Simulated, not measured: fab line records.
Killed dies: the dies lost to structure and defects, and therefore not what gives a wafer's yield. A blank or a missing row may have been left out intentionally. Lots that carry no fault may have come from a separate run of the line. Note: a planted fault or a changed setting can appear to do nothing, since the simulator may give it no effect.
2 desks looking at one fault	flow nandHarc	each desk holds nothing but its own numbers, with what lay behind them at the end

== TOOL OWNER'S DESK, lpcvdPoly-02 ==
The tool's own readings at NHARC_A_CHANNEL_FILL_D2_CVD_09 (deposits poly-Si, target thk 150 nm, time 3000 s): means of the sampled wafers that have a number, for each lot that ran on this tool. The brackets show how far a lot's mean lies from the usual mean; more than 4 standard deviations puts the lot out of limits, marked OUT.
Columns: A = spikeTcBottomC at NHARC_A_CHANNEL_FILL_D2_CVD_09, usual 641.3 C; B = spikeTcLowerC at NHARC_A_CHANNEL_FILL_D2_CVD_09, usual 620.9 C
lot	first seen here	A	B
L339	day 16 22:46	638.4	621.9
L344	day 19 06:47	638.3	622.5
This desk's verdict: no lot among the 2 shows anything out of limits.

== FROM THE METROLOGY DESK ==
Means of the sampled wafers that have a number, per lot and without regard to the tool the lot ran on: this is what the gauges read. The brackets show how far a lot's mean lies from the usual mean; more than 4 standard deviations puts the lot out of limits, marked OUT.
Columns: A = thkNm at NHARC_A_CHANNEL_FILL_D2_THK_MEAS_06, usual 4.9 nm
lot	first seen here	A
L339	day 16 14:33	5.7
L344	day 18 22:32	4.9
L353	day 22 12:35	4.3
L356	day 23 22:17	5.0
L358	day 24 09:43	4.9
This desk's verdict: no lot among the 5 shows anything out of limits.

== PUT TOGETHER ==
Nothing out of limits was seen by the tool owner's desk.
At the metrology desk, nothing out of limits was observed.

== WHAT HAD BEEN PUT IN BY THE SIMULATOR ==
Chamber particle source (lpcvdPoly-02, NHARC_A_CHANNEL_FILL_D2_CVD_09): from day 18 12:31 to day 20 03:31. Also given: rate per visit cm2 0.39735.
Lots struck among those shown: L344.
